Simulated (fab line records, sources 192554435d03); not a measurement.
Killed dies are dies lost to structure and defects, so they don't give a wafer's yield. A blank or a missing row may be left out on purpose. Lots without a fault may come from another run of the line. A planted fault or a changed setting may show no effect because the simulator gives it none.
Split-lot experiment | flow n5_finfet | 7 lots, 39 wafers read, on a route of 1938 steps

THE SPLIT
At N5_DUMMY_GATE_CVD_03 (deposits a-Si from SiH4, target thk 150 nm, time 8042 s), the setting temp_c was moved away from the recipe's 530 C on 6 of the 39 wafers read, by -4.1%. The other wafers ran this setting at the recipe's value.

The reading is taken at the split's own step.

THE READING
a-Si_of_DUMMY_GATE_CVD_03.thk_nm (the simulator's own value, which no gauge read), in nm, at N5_DUMMY_GATE_CVD_03 (deposits a-Si from SiH4, target thk 150 nm, time 8042 s). The file gives no usual value for it. The 33 wafers here that ran the recipe average 150.1 nm, standard deviation 1.3 nm.

wafer  | tool, chamber at the split | temp_c as run, C | against the recipe | a-Si_of_DUMMY_GATE_CVD_03.thk_nm, nm | against lot-mates on the recipe
L078.1 | -, -                       | 508.5            | -4.1%              | 79.8                                 | no lot-mate on the recipe
L078.2 | -, -                       | 508.5            | -4.1%              | 80                                   | no lot-mate on the recipe
L078.5 | -, -                       | 508.5            | -4.1%              | 80                                   | no lot-mate on the recipe
L078.3 | -, -                       | 508.5            | -4.1%              | 80.6                                 | no lot-mate on the recipe
L078.4 | -, -                       | 508.5            | -4.1%              | 79.6                                 | no lot-mate on the recipe
L078.6 | -, -                       | 508.5            | -4.1%              | 80.2                                 | no lot-mate on the recipe
L081.1 | -, -                       | 530              | recipe             | 149                                  | -
L081.2 | -, -                       | 530              | recipe             | 149                                  | -
L081.3 | -, -                       | 530              | recipe             | 149.4                                | -
L081.4 | -, -                       | 530              | recipe             | 147.6                                | -
L081.5 | -, -                       | 530              | recipe             | 149.6                                | -
L081.6 | -, -                       | 530              | recipe             | 149.2                                | -
L082.1 | -, -                       | 530              | recipe             | 150.8                                | -
L082.2 | -, -                       | 530              | recipe             | 150.8                                | -
L082.3 | -, -                       | 530              | recipe             | 151.2                                | -
L082.6 | -, -                       | 530              | recipe             | 151.2                                | -
L082.4 | -, -                       | 530              | recipe             | 150.2                                | -
L082.5 | -, -                       | 530              | recipe             | 151                                  | -
L083.1 | -, -                       | 530              | recipe             | 149.6                                | -
L083.2 | -, -                       | 530              | recipe             | 149                                  | -
L083.3 | -, -                       | 530              | recipe             | 148.8                                | -
L083.4 | -, -                       | 530              | recipe             | 149.8                                | -
L083.5 | -, -                       | 530              | recipe             | 147.8                                | -
L083.6 | -, -                       | 530              | recipe             | 148.4                                | -
L087.1 | lpcvd-02, 1/65             | 530              | recipe             | 150                                  | -
L087.5 | lpcvd-02, 1/84             | 530              | recipe             | 151                                  | -
L087.6 | lpcvd-02, 1/89             | 530              | recipe             | 150.6                                | -
L089.1 | -, -                       | 530              | recipe             | 152.4                                | -
L089.2 | -, -                       | 530              | recipe             | 152                                  | -
L089.3 | -, -                       | 530              | recipe             | 152                                  | -
L089.6 | -, -                       | 530              | recipe             | 152                                  | -
L089.4 | -, -                       | 530              | recipe             | 152.2                                | -
L089.5 | -, -                       | 530              | recipe             | 151.6                                | -
L096.1 | -, -                       | 530              | recipe             | 149.2                                | -
L096.2 | -, -                       | 530              | recipe             | 149.8                                | -
L096.3 | -, -                       | 530              | recipe             | 149.8                                | -
L096.4 | -, -                       | 530              | recipe             | 149.6                                | -
L096.5 | -, -                       | 530              | recipe             | 149                                  | -
L096.6 | -, -                       | 530              | recipe             | 149.4                                | -

THE FIT
A straight line over all 39 wafers: a-Si_of_DUMMY_GATE_CVD_03.thk_nm changes by +17.3 nm for each +1% of temp_c; r = +1.00; the points scatter about the line by 1.2 nm.
Too few moved wafers have a lot-mate on the recipe to fit a line with each lot's own level taken away.

THE FILE'S OWN FIT
a-Si_of_DUMMY_GATE_CVD_03.thk_nm changes by +17.3 nm for each +1% of temp_c, r = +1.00.
